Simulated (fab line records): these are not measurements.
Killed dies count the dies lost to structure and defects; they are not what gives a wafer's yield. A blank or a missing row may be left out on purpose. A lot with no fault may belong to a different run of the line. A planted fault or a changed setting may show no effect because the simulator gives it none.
Chamber matching || flow nandHarc || NHARC_P_BONDPAD_ACTIVATE_29 on rieDiel-03: 4 sister chambers
The step chemistry N2, time 60 s. 8 wafers are shown with their chamber, then 11 later ones without.

WAFERS WITH THEIR CHAMBER
{"wafer": "L210.4", "chamber": 1, "drypumpMotorCurrentA (A)": 5.5, "oesProductAu (a.u.)": 1.004}
{"wafer": "L212.6", "chamber": 2, "drypumpMotorCurrentA (A)": 4.9, "oesProductAu (a.u.)": 0.995}
{"wafer": "L213.3", "chamber": 2, "drypumpMotorCurrentA (A)": 4.9, "oesProductAu (a.u.)": 0.994}
{"wafer": "L213.4", "chamber": 3, "drypumpMotorCurrentA (A)": 4.9, "oesProductAu (a.u.)": 0.987}
{"wafer": "L216.1", "chamber": 0, "drypumpMotorCurrentA (A)": 5.6, "oesProductAu (a.u.)": 1.011}
{"wafer": "L216.3", "chamber": 3, "drypumpMotorCurrentA (A)": 4.8, "oesProductAu (a.u.)": 0.976}
{"wafer": "L216.6", "chamber": 0, "drypumpMotorCurrentA (A)": 5.6, "oesProductAu (a.u.)": 1.002}
{"wafer": "L223.2", "chamber": 1, "drypumpMotorCurrentA (A)": 5.5, "oesProductAu (a.u.)": 0.996}

WAFERS WHOSE CHAMBER IS MISSING
{"wafer": "L223.3", "drypumpMotorCurrentA (A)": 4.9, "oesProductAu (a.u.)": 0.979}
{"wafer": "L223.4", "drypumpMotorCurrentA (A)": 4.8, "oesProductAu (a.u.)": 1.007}
{"wafer": "L224.1", "drypumpMotorCurrentA (A)": 4.9, "oesProductAu (a.u.)": 0.992}
{"wafer": "L224.3", "drypumpMotorCurrentA (A)": 5.5, "oesProductAu (a.u.)": 1.021}
{"wafer": "L224.5", "drypumpMotorCurrentA (A)": 5.5, "oesProductAu (a.u.)": 0.995}
{"wafer": "L226.3", "drypumpMotorCurrentA (A)": 5.6, "oesProductAu (a.u.)": 1.020}
{"wafer": "L226.4", "drypumpMotorCurrentA (A)": 4.8, "oesProductAu (a.u.)": 1.005}
{"wafer": "L226.6", "drypumpMotorCurrentA (A)": 4.9, "oesProductAu (a.u.)": 0.973}
{"wafer": "L225.2", "drypumpMotorCurrentA (A)": 4.9, "oesProductAu (a.u.)": 0.979}
{"wafer": "L225.3", "drypumpMotorCurrentA (A)": 5.4, "oesProductAu (a.u.)": 0.992}
{"wafer": "L225.5", "drypumpMotorCurrentA (A)": 4.9, "oesProductAu (a.u.)": 0.973}

CHAMBER TAKEN BY EACH
{"wafer": "L223.3", "from the rows above": "can't be placed: 3 or 2", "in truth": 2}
{"wafer": "L223.4", "from the rows above": "can't be placed: 2 or 3", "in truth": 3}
{"wafer": "L224.1", "from the rows above": "can't be placed: 2 or 3", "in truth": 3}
{"wafer": "L224.3", "from the rows above": "can't be placed: 1 or 0", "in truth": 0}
{"wafer": "L224.5", "from the rows above": 1, "in truth": 1}
{"wafer": "L226.3", "from the rows above": 0, "in truth": 0}
{"wafer": "L226.4", "from the rows above": "can't be placed: 2 or 3", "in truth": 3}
{"wafer": "L226.6", "from the rows above": "can't be placed: 3 or 2", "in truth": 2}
{"wafer": "L225.2", "from the rows above": "can't be placed: 3 or 2", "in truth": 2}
{"wafer": "L225.3", "from the rows above": 1, "in truth": 1}
{"wafer": "L225.5", "from the rows above": "can't be placed: 3 or 2", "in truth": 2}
Correctly placed: 3 of 11. Can't be placed from these rows: 8 (the true chamber is among the candidates in 8). 0 placed wrongly.
How it was worked out, from the rows above alone: a wafer's distance from a chamber is the root of the sum, over the readings, of the square of ((its reading less the chamber's mean) divided by the reading's scatter). The wafer belongs to the nearest chamber; if the next one is less than 2 further off, it can't be placed. For every chamber, the mean is computed from those of its wafers that are shown. The scatter: the root of (the sum of the squares of (reading less its chamber's mean) over the shown wafers, divided by (wafers less chambers)).
